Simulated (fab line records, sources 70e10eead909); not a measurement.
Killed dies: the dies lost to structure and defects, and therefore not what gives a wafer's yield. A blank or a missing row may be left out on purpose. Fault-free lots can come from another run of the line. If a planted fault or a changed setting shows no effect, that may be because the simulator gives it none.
Code-filled problem report in 8D (eight disciplines) form	flow nand_harc	the parts of the form that need people (team, actions taken, sign-off) are left out

1. WHAT IS WRONG
At NHARC_A_STAIRCASE_EXPOSE_181, exposure_dose_mJ_cm2 averages 36.729 over 6 wafers from 2 lots, while fault-free wafers read 27.869, standard deviation 0.027. That is +99 or more standard deviations from the usual mean.
The step: exposes mask STAIR 2.
The first sign was on wafer L921.1 at day 15 13:22, on krf_scanner-02. The record holds 36 wafers of 12 lots with a number at this step. The rule behind "out" and "out of limits": a value lying over 4 standard deviations away from the usual mean. The other wafers with a number count as sound.

2. WHAT THIS IS AND IS NOT
question	is	is not
which readings at this step	exposure_dose_mJ_cm2	-
which lots	L920, L921	L904, L905, L909, L910, L911, L912, L914, L916, L917, L924
which wafers of those lots	all that have a number	-
read on which tools	krf_scanner-02	krf_scanner-01, krf_scanner-03
when	from day 15 13:22	up to then (27 sound wafers); but 3 sound wafers of L924 came after

3. SUSPECTS, AND WHAT RULES EACH OUT
Counting: a tool at a process step up to the reading stays a suspect if it ran every lot that is out and no sound lot after the first of them.
- krf_scanner-02 at NHARC_A_STAIRCASE_EXPOSE_181 (exposes mask STAIR 2): kept. It processed each lot that is out, first L921 at day 15 13:22, and no sound lot thereafter; up to then, the last sound lot it processed was L916 at day 14 17:31. Its own readings are out on those wafers: exposure_dose_mJ_cm2.
Remaining after the count: krf_scanner-02 at NHARC_A_STAIRCASE_EXPOSE_181.

4. THE CAUSE (what the simulator had put in)
Process parameters drifting: krf_scanner-02 at NHARC_A_STAIRCASE_EXPOSE_181, beginning at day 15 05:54. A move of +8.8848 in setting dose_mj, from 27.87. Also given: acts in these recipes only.
The count eliminated every tool but this one.

5. SEQUENCE OF EFFECTS, ordered by route
One row per reading whose mean, taken over the struck wafers that have a number, lies over 3 standard deviations from the usual. Only readings whose record carries a usual standard deviation are examined. hours: median over the lots of the time between each lot's start at the first step of this table that gives one and its start at this step. sigmas: the change, counted in usual standard deviations.
hours	step	reading	usual	on struck wafers	change	sigmas
0	NHARC_A_STAIRCASE_EXPOSE_181	exposure_dose_mJ_cm2	27.869	36.729	+8.860	+99 or more
Here are the process steps it includes:
- NHARC_A_STAIRCASE_EXPOSE_181: exposes mask STAIR 2.
At these later measuring or inspecting steps, every struck wafer for which the step has a row has a number for every such reading, and none has moved that far: NHARC_END_SORT_01.

6. WHAT WOULD HAVE CAUGHT IT SOONER
In this record the first reading out of limits was taken at day 15 13:22, 7 hours after the fault began at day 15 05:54.
